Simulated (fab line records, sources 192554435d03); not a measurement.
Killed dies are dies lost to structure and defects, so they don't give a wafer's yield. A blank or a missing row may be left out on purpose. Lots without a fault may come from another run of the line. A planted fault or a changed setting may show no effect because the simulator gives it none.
fab line records | flow n5_finfet
record lots=6 wafers=17 last_day=17
route steps=1938 shown BEOL_M0_SAQP@635 BEOL_M4@1111 PASSIVATION@1936
lots that met no fault: from a run of the same line without faults
start_h: hours from the record's first day to the start of the lot's first wafer shown | wait_h: hours since the lot's step before | " the same as in the row above | L1.1+2: a row that stands for several wafers | - no value, or no start given | * or withheld: withheld | < > ~ a bound
route shown NAME@n: a module of which the file shows steps, and the number in the route of the first | usual: mean/standard deviation of fault-free wafers | same: alike in all rows | chamber/n: place in a boat | sites: the reading at each site | _std_site: their standard deviation | _edge_site: outer sites' mean less inner sites' | radius_mm: how far each site lies from the wafer's centre | mask NAME#n: copy n | behind: the tool/chamber that last shaped the wafer | hold: why the lot was held/for how many hours/how that ended | device: the transistor (n, p or np) that didn't switch | end of line: the same wafers' tests at the end of the route | a step without rows: its recipe alone | killed: dies lost to structure and defects at the first sort, not the wafer's yield | map: a wafer's dies, x killed, . not, _ none there
set.NAME: the setting as run; set.NAME@STEP: as run at that earlier step | model.NAME: the simulator's own value behind a step, which no gauge read
lots at some steps of the route; a table a step, a row a wafer
services: from which hour (start_h, from the record's first day; less than 0 if before it) a tool's chamber was out of use, for how many hours, and why
## steps
# step N5_BEOL_M0_SAQP_PECVD_03
# recipe material=SiCN target_thk_a=120 temp_c=withheld precursor=3MS/NH3 pressure_torr=3 rf_w=202 time_s=21.1
# usual showerhead_plenum_p_Torr=3.668/0.016 throttle_valve_pct=9.0/0.71
# columns lot.wafer tool chamber start_h wait_h showerhead_plenum_p_Torr throttle_valve_pct
L137.1 pecvd-04 2 111.87 0.1 3.665 8.6
L137.2 " 0 " " 3.671 10.2
L137.4 " 2 " " 3.664 8.3
L139.1 pecvd-01 0 127.69 0.1 3.671 8.8
L139.2 " 2 " " 3.662 8.8
L139.5 " 2 " " 3.651 8.9
L145.1 pecvd-01 2 161.10 0.1 3.674 9.1
L145.2 " 0 " " 3.668 8.9
L145.3 " 1 " " 3.674 9.0
L149.1 pecvd-01 0 187.03 0.1 3.668 8.8
L149.3 " 1 " " 3.677 8.8
L156.1 pecvd-03 0 225.74 0.1 3.651 9.3
L156.3 " 0 " " 3.647 9.1
L156.6 " 0 " " 3.643 9.1
L158.1 pecvd-03 1 238.53 0.1 3.689 9.8
L158.4 " 2 " " 3.663 7.8
L158.5 " 0 " " 3.647 9.1
# step N5_BEOL_M0_SAQP_PECVD_96
# recipe material=a-Si target_thk_a=450 temp_c=350 precursor=SiH4/He pressure_torr=3 rf_w=100 time_s=45.2
# usual heater_power_w=634/98 showerhead_plenum_p_Torr=5.68/0.063 throttle_valve_pct=18.2/1.4
# columns lot.wafer tool chamber start_h wait_h heater_power_w showerhead_plenum_p_Torr throttle_valve_pct
L137.1 pecvd-04 2 111.90 0.0 762 5.66 16.5
L137.2 " 0 " " 578 5.71 20.7
L137.4 " 2 " " 749 5.68 16.7
L139.1 pecvd-01 0 127.72 0.0 762 5.66 17.8
L139.2 " 2 " " 771 5.64 18.2
L139.5 " 2 " " 753 5.64 17.9
L145.1 pecvd-01 2 161.13 0.0 819 5.65 18.2
L145.2 " 0 " " 774 5.65 17.6
L145.3 " 1 " " 723 5.67 18.0
L149.1 pecvd-01 0 187.06 0.0 793 5.68 18.0
L149.3 " 1 " " 701 5.67 18.0
L156.1 pecvd-03 0 225.79 0.0 565 5.59 17.9
L156.3 " 0 " " 558 5.61 18.3
L156.6 " 0 " " 542 5.60 17.9
L158.1 pecvd-03 1 238.56 0.0 747 5.72 19.3
L158.4 " 2 " " 597 5.62 16.1
L158.5 " 0 " " 567 5.59 18.2
# step N5_BEOL_M0_SAQP_PECVD_97
# recipe material=SiNx target_thk_a=230 temp_c=350 precursor=SiH4/NH3/N2 pressure_torr=1.5 rf_w=300 time_s=19.9
# usual heater_power_w=558/89 showerhead_plenum_p_Torr=5.15/0.086 throttle_valve_pct=40/3.2
# columns lot.wafer tool chamber start_h wait_h heater_power_w showerhead_plenum_p_Torr throttle_valve_pct
L137.1 pecvd-04 2 111.94 0.0 661 5.15 36
L137.2 " 0 " " 502 5.16 46
L137.4 " 2 " " 666 5.14 36
L139.1 pecvd-01 0 127.77 0.0 719 5.16 39
L139.2 " 2 " " 653 5.12 39
L139.5 " 2 " " 653 5.11 40
L145.1 pecvd-01 2 161.17 0.0 680 5.13 39
L145.2 " 0 " " 674 5.15 39
L145.3 " 1 " " 625 5.16 40
L149.1 pecvd-01 0 187.11 0.0 704 5.14 39
L149.3 " 1 " " 601 5.17 39
L156.1 pecvd-03 0 225.86 0.0 456 5.07 39
L156.3 " 0 " " 453 5.05 39
L156.6 " 0 " " 461 5.04 40
L158.1 pecvd-03 1 238.61 0.0 632 5.22 43
L158.4 " 2 " " 452 5.09 35
L158.5 " 0 " " 508 5.06 40
# step N5_BEOL_M0_SAQP_PECVD_04
# recipe material=a-Si target_thk_a=600 temp_c=350 precursor=SiH4/He pressure_torr=3 rf_w=100 time_s=60.2
# usual heater_power_w=634/95 showerhead_plenum_p_Torr=5.68/0.063 throttle_valve_pct=18.1/1.4
# columns lot.wafer tool chamber start_h wait_h heater_power_w showerhead_plenum_p_Torr throttle_valve_pct
L137.1 pecvd-04 2 111.98 0.0 761 5.68 16.4
L137.2 " 0 " " 563 5.68 20.6
L137.4 " 2 " " 770 5.66 16.4
L139.1 pecvd-01 0 127.81 0.0 770 5.67 17.5
L139.2 " 2 " " 779 5.64 17.6
L139.5 " 2 " " 774 5.64 17.9
L145.1 pecvd-01 2 161.21 0.0 773 5.65 17.9
L145.2 " 0 " " 772 5.68 18.1
L145.3 " 1 " " 660 5.67 17.8
L149.1 pecvd-01 0 187.15 0.0 787 5.68 17.5
L149.3 " 1 " " 698 5.69 17.9
L156.1 pecvd-03 0 225.92 0.0 547 5.60 18.4
L156.3 " 0 " " 560 5.60 18.0
L156.6 " 0 " " 564 5.60 17.9
L158.1 pecvd-03 1 238.64 0.0 696 5.74 19.3
L158.4 " 2 " " 606 5.64 16.0
L158.5 " 0 " " 519 5.59 18.0
# step N5_BEOL_M0_SAQP_THK_MEAS_05
# usual thk_nm=59.8/0.89
# columns lot.wafer tool chamber start_h wait_h thk_nm
L137.1 film_metro-01 - 112.08 0.1 58.5
L137.2 " - " " 59.9
L137.4 " - " " 59.0
L139.1 film_metro-01 - 127.90 0.1 58.6
L139.2 " - " " 60.2
L139.5 " - " " 60.6
L145.1 film_metro-02 - 161.31 0.1 59.6
L145.2 " - " " 58.6
L145.3 " - " " 59.2
L149.1 film_metro-02 - 187.25 0.1 58.4
L149.3 " - " " 59.5
L156.1 film_metro-02 - 226.04 0.1 59.5
L156.3 " - " " 60.4
L156.6 " - " " 60.9
L158.1 film_metro-01 - 238.74 0.1 58.5
L158.4 " - " " 58.5
L158.5 " - " " 60.6
# step N5_BEOL_M0_SAQP_HM_DEP_111
# recipe material=SiO2 target_thk_a=120 temp_c=400 precursor=SiH4/N2O pressure_torr=0.75 rf_w=275 time_s=7.2
# usual heater_power_w=809/110 showerhead_plenum_p_Torr=8.18/0.17
# columns lot.wafer tool chamber start_h wait_h heater_power_w showerhead_plenum_p_Torr
L137.1 pecvd-03 0 112.12 0.0 653 7.96
L137.2 " 2 " " 712 8.06
L137.4 " 1 " " 810 8.32
L139.1 pecvd-04 2 127.94 0.0 847 8.14
L139.2 " 0 " " 681 8.21
L139.5 " 1 " " 763 8.65
L145.1 pecvd-03 2 161.34 0.0 722 8.07
L145.2 " 1 " " 870 8.31
L145.3 " 0 " " 687 7.98
L149.1 pecvd-01 2 187.28 0.0 907 8.13
L149.3 " 1 " " 767 8.17
L156.1 pecvd-01 2 226.08 0.0 1017 8.12
L156.3 " 0 " " 1003 8.19
L156.6 " 0 " " 1002 8.17
L158.1 pecvd-01 0 238.78 0.0 948 8.16
L158.4 " 2 " " 915 8.11
L158.5 " 0 " " 924 8.19
# step N5_BEOL_M0_SAQP_COAT_81
# recipe resist=SOC temp_c=250 time_s=60 spin_rpm=1500 resist_thk_nm=100
# step N5_BEOL_M0_SAQP_COAT_82
# recipe resist=SiARC temp_c=220 time_s=60 spin_rpm=1500 resist_thk_nm=30
# step N5_BEOL_M0_SAQP_COAT_08
# recipe resist=CAR-ArF spin_rpm=1500 resist_thk_nm=90
# step N5_BEOL_M0_SAQP_EBR_10
# recipe solvent=PGMEA ebr_width_mm=1.5
# step N5_BEOL_M0_SAQP_SOFTBAKE_09
# recipe temp_c=110 time_s=60 resist=CAR-ArF
# step N5_BEOL_M0_SAQP_EXPOSE_11
# recipe mask_id=M0_CORE na=1.35 source_shape=dipole sigma_inner=0.538 sigma_outer=0.738 polarization=te target_cd_nm=42 dose_mj=55
# step N5_BEOL_M0_SAQP_PEB_12
# recipe peb_temp_c=withheld peb_time_s=60 resist=CAR-ArF
# columns lot.wafer tool chamber start_h wait_h
L137.1+2+4 litho_track-02 0 112.37 0.1
L139.1+2+5 litho_track-01 0 128.32 0.1
L145.1+2+3 litho_track-02 0 161.72 0.1
L149.1+3 litho_track-02 0 187.66 0.1
L156.1+3+6 litho_track-03 0 226.46 0.1
L158.1+4+5 litho_track-01 0 239.03 0.1
# step N5_BEOL_M0_SAQP_DEVELOP_13
# recipe develop_time_s=30 developer=TMAH resist=CAR-ArF dev_temp_c=23 rinse_liquid=diw dry=air_spin
# step N5_BEOL_M0_SAQP_CD_MEAS_14
# recipe target_cd_nm=42.5 landing_energy_ev=500 detector=se_inlens
# usual cd_nm=42.2/0.37
# columns lot.wafer tool chamber start_h wait_h cd_nm
L137.1 cd_sem-02 0 112.44 - 42.4
L137.2 " 0 " " 42.8
L137.4 " 0 " " 41.8
L139.1 cd_sem-01 0 128.38 - 42.6
L139.2 " 0 " " 41.7
L139.5 " 0 " " 42.4
L145.1 cd_sem-02 0 161.79 - 42.5
L145.2 " 0 " " 43.0
L145.3 " 0 " " 40.0
L149.1 cd_sem-01 0 187.73 - 41.8
L149.3 " 0 " " 40.3
L156.1 cd_sem-02 0 226.52 - 42.4
L156.3 " 0 " " 41.9
L156.6 " 0 " " 42.1
L158.1 cd_sem-02 0 239.10 - 42.8
L158.4 " 0 " " 42.7
L158.5 " 0 " " 42.0
# step N5_BEOL_M0_SAQP_OVL_MEAS_15
# recipe points_per_wafer=44
# usual M0_CORE_OVL=0.5/0.71
# columns lot.wafer tool chamber start_h wait_h M0_CORE_OVL[nm]
L137.1 overlay-01 0 112.47 0.0 0.1
L137.2 " 0 " " 1.4
L137.4 " 0 " " 0.7
L139.1 overlay-02 0 128.41 0.0 -0.3
L139.2 " 0 " " -0.6
L139.5 " 0 " " 0.5
L145.1 overlay-02 0 161.82 0.0 1.0
L145.2 " 0 " " 0.2
L145.3 " 0 " " 0.1
L149.1 overlay-02 0 187.76 0.0 0.6
L149.3 " 0 " " -1.4
L156.1 overlay-01 0 226.56 0.0 0.2
L156.3 " 0 " " 1.5
L156.6 " 0 " " 1.5
L158.1 overlay-02 0 239.13 0.0 1.2
L158.4 " 0 " " 0.6
L158.5 " 0 " " 0.1
# step N5_BEOL_M4_RC_MEAS_101
# usual DIBL_N=35.0/2.4 DIBL_P=35.4/2.8 IOFF_N=0.14/0.045 IOFF_P=0.20/0.048 ION_N=667/19 ION_P=460/11 SS_N=71.2/0.71 SS_P=73.1/0.86 VT_N=252/4.6 VT_P=-251/3.4
# columns lot.wafer tool chamber start_h wait_h DIBL_N[mV/V] DIBL_P[mV/V] IOFF_N[nA/um] IOFF_P[nA/um] ION_N[uA/um] ION_P[uA/um] SS_N[mV/dec] SS_P[mV/dec] VT_N[mV] VT_P[mV]
L137.1 prober-02 0 172.25 0.0 35.5 37.2 0.17 0.23 688 473 72.0 73.7 249 -248
L137.2 " 0 " " 35.8 37.8 0.16 0.23 670 460 71.2 73.2 253 -247
L137.4 " 0 " " 37.8 39.7 0.22 0.26 694 467 72.1 74.5 244 -247
L139.1 prober-02 0 181.94 0.0 36.4 37.0 0.16 0.22 672 459 71.9 74.2 247 -251
L139.2 " 0 " " 35.0 35.7 0.15 0.20 681 469 70.7 72.5 252 -249
L139.5 " 0 " " 33.6 33.9 0.13 0.18 684 464 70.4 73.1 249 -251
L145.1 prober-02 0 212.30 0.0 35.0 36.8 0.14 0.20 680 470 71.5 73.2 251 -249
L145.2 " 0 " " 35.5 37.4 0.15 0.21 660 455 71.6 73.8 252 -252
L145.3 " 0 " " 35.9 38.6 0.16 0.24 669 460 71.8 73.4 249 -249
L149.1 prober-01 0 238.51 0.0 35.7 33.7 0.11 0.15 653 450 71.1 72.5 257 -256
L149.3 " 0 " " 37.5 38.1 0.17 0.22 687 468 71.6 73.8 247 -252
L156.1 prober-01 0 282.17 0.0 31.6 32.4 0.09 0.17 640 443 70.0 72.8 258 -252
L156.3 " 0 " " 36.1 37.6 0.15 0.22 690 472 71.2 73.7 252 -250
L156.6 " 0 " " 32.0 30.9 0.08 0.14 655 453 70.7 72.6 259 -257
L158.1 prober-02 0 302.25 0.0 30.8 33.0 0.10 0.14 656 461 70.8 72.5 255 -255
L158.4 " 0 " " 34.7 37.7 0.15 0.20 674 461 71.4 73.3 248 -251
L158.5 " 0 " " 31.4 33.8 0.11 0.16 672 471 70.4 73.0 253 -255
# step N5_PASSIVATION_PROBE_49
# usual defect_limited_yield=91.7/1.4 killed_at_M0_to_M3=32/9.7 killed_at_M4_up=14/5.5 killed_at_contacts=13/6.1 killed_at_front_end=35/10 killed_at_other=4.2/2.9 killed_dies=98/17 killed_open=63/12 killed_short=32/7.7 sort_bin_5_function=4.8/0.9 sort_bin_6_memory=3.1/0.63 sort_bin_8_speed=1/3.3 sort_n_pass=1073/41 sort_yield_pct=91/3.5
# same gross_dies=1180 killed_at_back_side=0 sort_bin_4_leakage[%]=0
# columns lot.wafer tool chamber start_h wait_h defect_limited_yield[%] killed_at_M0_to_M3 killed_at_M4_up killed_at_contacts killed_at_front_end killed_at_other killed_dies killed_open killed_short sort_bin_5_function[%] sort_bin_6_memory[%] sort_bin_8_speed[%] sort_n_pass sort_yield_pct[%]
L137.1 prober-02 - 279.08 0.0 90.6 31 11 18 46 5 111 72 36 4.7 4.4 0 1069 91
L137.2 prober-02 - 279.13 0.1 91.4 32 7 23 36 3 101 67 32 5.3 3.1 0 1079 91
L137.4 prober-02 - 279.23 0.2 91.1 28 10 12 54 1 105 69 26 4.9 3.1 0 1075 91
L139.1 prober-01 - 287.61 0.0 90.5 46 9 13 40 4 112 79 33 5.8 3.0 0 1068 91
L139.2 prober-01 - 287.66 0.1 92.8 29 3 15 33 5 85 60 22 4.7 2.1 0 1095 93
L139.5 prober-01 - 287.81 0.2 90.5 39 16 22 26 9 112 65 45 6.1 3.1 0 1068 91
L145.1 prober-01 - 321.58 0.0 92.1 29 11 16 27 10 93 74 16 4.4 3.1 0 1087 92
L145.2 prober-01 - 321.63 0.1 91.7 45 14 10 28 1 98 66 30 5.2 3.0 0 1082 92
L145.3 prober-01 - 321.68 0.1 92.1 29 11 9 39 5 93 59 27 4.9 2.8 0 1087 92
L149.1 prober-02 - 342.05 0.0 90.3 50 11 8 35 10 114 66 48 5.8 3.6 0 1066 90
L149.3 prober-02 - 342.15 0.1 92.3 18 17 13 37 6 91 52 37 4.4 3.1 0 1089 92
L156.1 prober-01 - 389.24 0.0 92.5 35 9 4 39 1 88 52 36 4.2 2.7 5 1038 88
L156.3 prober-01 - 389.34 0.1 92.1 31 10 21 30 1 93 56 30 4.9 2.5 0 1087 92
L156.6 prober-01 - 389.49 0.3 92.8 22 22 10 23 8 85 59 26 4.4 2.8 0 1094 93
L158.1 prober-01 - 414.77 0.0 90.9 32 20 21 31 3 107 70 32 5.2 3.6 0 1073 91
L158.4 prober-01 - 414.92 0.2 90.8 33 14 13 43 5 108 71 33 5.3 3.7 0 1072 91
L158.5 prober-01 - 414.97 0.2 88.4 53 12 27 41 4 137 85 46 6.5 4.7 0 1043 88
# killed by level:class
L137.1 MOL_CONTACT_COAG:geometric_particle:open=15 STI_FIN_REVEAL:geometric_particle:open=14 BEOL_M0_SAQP:geometric_particle:short=11 BEOL_M3:geometric_particle:open=11 GATE_CUT:geometric_particle:short=7 GATE_CUT:geometric_particle:open=5 BEOL_M4:geometric_particle:open=5 DUMMY_GATE:geometric_particle:open=4
L137.2 MOL_CONTACT_COAG:geometric_particle:open=18 BEOL_M0_SAQP:geometric_particle:open=10 STI_FIN_REVEAL:geometric_particle:open=9 FIN_SAQP:geometric_particle:short=8 BEOL_M0_SAQP:geometric_particle:short=8 BEOL_M3:geometric_particle:open=7 FIN_SAQP:geometric_particle:open=6 MOL_CONTACT_COAG:geometric_particle:short=5
L137.4 STI_FIN_REVEAL:geometric_particle:open=12 MOL_CONTACT_COAG:geometric_particle:open=12 FIN_SAQP:geometric_particle:open=11 HKMG_FIN:area_etch=8 BEOL_M0_SAQP:geometric_particle:open=7 BEOL_M0_SAQP:geometric_particle:short=7 BEOL_M3:geometric_particle:open=7 FIN_SAQP:geometric_particle:short=5
L139.1 BEOL_M0_SAQP:geometric_particle:open=15 FIN_SAQP:geometric_particle:open=10 STI_FIN_REVEAL:geometric_particle:open=8 MOL_CONTACT_COAG:geometric_particle:open=8 BEOL_M2:geometric_particle:open=8 FIN_SAQP:geometric_particle:short=7 BEOL_M0_SAQP:geometric_particle:short=6 BEOL_M1:geometric_particle:open=6
L139.2 MOL_CONTACT_COAG:geometric_particle:open=14 FIN_SAQP:geometric_particle:open=10 BEOL_M2:geometric_particle:open=7 BEOL_M1:geometric_particle:open=6 GATE_CUT:geometric_particle:open=5 BEOL_M0_SAQP:geometric_particle:open=5 BEOL_M0_SAQP:geometric_particle:short=5 GATE_CUT:geometric_particle:short=4
L139.5 MOL_CONTACT_COAG:geometric_particle:open=15 BEOL_M0_SAQP:geometric_particle:short=13 BEOL_M0_SAQP:geometric_particle:open=10 MOL_CONTACT_COAG:geometric_particle:short=7 FIN_SAQP:geometric_particle:open=6 BEOL_M4:geometric_particle:open=6 FIN_SAQP:geometric_particle:short=5 STI_FIN_REVEAL:geometric_particle:short=4
L145.1 MOL_CONTACT_COAG:geometric_particle:open=16 DUMMY_GATE:geometric_particle:open=7 BEOL_M0_SAQP:geometric_particle:open=7 BEOL_M3:geometric_particle:open=7 FIN_SAQP:geometric_particle:open=5 BEOL_M1:geometric_particle:open=5 BEOL_M2:geometric_particle:open=4 BEOL_M0_SAQP:geometric_particle:short=3
L145.2 MOL_CONTACT_COAG:geometric_particle:open=8 BEOL_M0_SAQP:geometric_particle:short=8 BEOL_M3:geometric_particle:open=8 BEOL_M2:geometric_particle:open=7 BEOL_M0_SAQP:geometric_particle:open=7 BEOL_M1:geometric_particle:open=7 FIN_SAQP:geometric_particle:open=6 STI_FIN_REVEAL:geometric_particle:open=6
L145.3 FIN_SAQP:geometric_particle:open=11 BEOL_M3:geometric_particle:open=9 MOL_CONTACT_COAG:geometric_particle:open=8 BEOL_M0_SAQP:geometric_particle:short=7 FIN_SAQP:geometric_particle:short=5 STI_FIN_REVEAL:geometric_particle:open=4 BEOL_M0_SAQP:geometric_particle:open=4 BEOL_M4:geometric_particle:open=4
L149.1 BEOL_M1:geometric_particle:open=10 FIN_SAQP:geometric_particle:short=8 FIN_SAQP:geometric_particle:open=8 BEOL_M0:geometric_particle:short=8 BEOL_M0_SAQP:geometric_particle:short=7 BEOL_M2:geometric_particle:open=7 BEOL_M0_SAQP:geometric_particle:open=6 MOL_CONTACT_COAG:geometric_particle:open=5
L149.3 MOL_CONTACT_COAG:geometric_particle:open=10 BEOL_M4:geometric_particle:open=10 FIN_SAQP:geometric_particle:short=9 FIN_SAQP:geometric_particle:open=6 BEOL_M0_SAQP:geometric_particle:short=6 DUMMY_GATE:geometric_particle:open=4 ILD0:geometric_particle:short=4 STARTING-WAFER:geometric_particle:short=4
L156.1 STI_FIN_REVEAL:geometric_particle:open=10 BEOL_M0_SAQP:geometric_particle:short=9 BEOL_M0_SAQP:geometric_particle:open=9 GATE_CUT:geometric_particle:short=8 FIN_SAQP:geometric_particle:short=6 BEOL_M1:geometric_particle:open=5 STARTING-WAFER:geometric_particle:open=5 BEOL_M2:geometric_particle:open=4
L156.3 MOL_CONTACT_COAG:geometric_particle:open=19 BEOL_M0_SAQP:geometric_particle:short=9 GATE_CUT:geometric_particle:short=8 BEOL_M0_SAQP:geometric_particle:open=7 BEOL_M2:geometric_particle:open=7 FIN_CUT:area_etch=6 BEOL_M4:geometric_particle:open=5 BEOL_M3:geometric_particle:open=3
L156.6 BEOL_M4:geometric_particle:open=13 MOL_CONTACT_COAG:geometric_particle:open=8 BEOL_M0_SAQP:geometric_particle:short=5 BEOL_M0_SAQP:geometric_particle:open=4 BEOL_M1:geometric_particle:open=4 FIN_SAQP:geometric_particle:open=3 FIN_CUT:geometric_particle:open=3 STI_FIN_REVEAL:geometric_particle:open=3
L158.1 MOL_CONTACT_COAG:geometric_particle:open=18 BEOL_M3:geometric_particle:open=10 BEOL_M0_SAQP:geometric_particle:short=7 BEOL_M4:geometric_particle:open=5 STI_FIN_REVEAL:geometric_particle:open=4 ILD0:geometric_particle:open=4 BEOL_M2:geometric_particle:open=4 BEOL_M5:geometric_particle:open=4
L158.4 MOL_CONTACT_COAG:geometric_particle:open=12 FIN_SAQP:geometric_particle:open=10 FIN_SAQP:geometric_particle:short=7 DUMMY_GATE:geometric_particle:open=6 BEOL_M1:geometric_particle:short=6 BEOL_M2:geometric_particle:open=6 STI_FIN_REVEAL:geometric_particle:open=5 GATE_CUT:geometric_particle:open=5
L158.5 MOL_CONTACT_COAG:geometric_particle:open=20 BEOL_M0_SAQP:geometric_particle:open=12 GATE_CUT:geometric_particle:short=11 BEOL_M0_SAQP:geometric_particle:short=11 BEOL_M3:geometric_particle:open=11 MOL_CONTACT_COAG:geometric_particle:short=7 BEOL_M1:geometric_particle:open=6 BEOL_M2:geometric_particle:open=6
## services
# columns tool chamber start_h hours kind
pecvd-03 - 102.04 0.8 repair
pecvd-04 1 114.28 6.1 repair
pecvd-01 0 115.21 5.5 scheduled_down
pecvd-03 1 146.22 2.1 scheduled_down
pecvd-01 2 146.88 2.1 scheduled_down
pecvd-04 1 155.99 7.4 repair
pecvd-01 2 171.54 14.3 repair
litho_track-01 - 173.34 - consumable_replace:filter
pecvd-04 0 196.17 2.1 scheduled_down
pecvd-03 2 202.38 - clean
pecvd-03 2 202.38 - consumable_replace:showerhead
pecvd-03 2 202.38 29.0 scheduled_down
pecvd-03 2 202.38 29.0 vent_cycle
pecvd-01 2 212.05 5.7 repair
## key
first_sign step=N5_BEOL_M0_SAQP_CD_MEAS_14 reading=cd_nm direction=down sigmas=5.6 usual=42.2 struck=40.2
effect none on later readings
met_at N5_BEOL_M0_SAQP_PEB_12
struck_wafers L145.3,L149.3
onset_between 112.37 161.72
fault kind=process_parameter_drift tool=litho_track-02 chamber=- onset_h=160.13 steps=N5_BEOL_M0_SAQP_PEB_12 channel=peb_time_s offset=* shape=step end_h=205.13 scope=struck_wafers_only acts_in=* stated=*
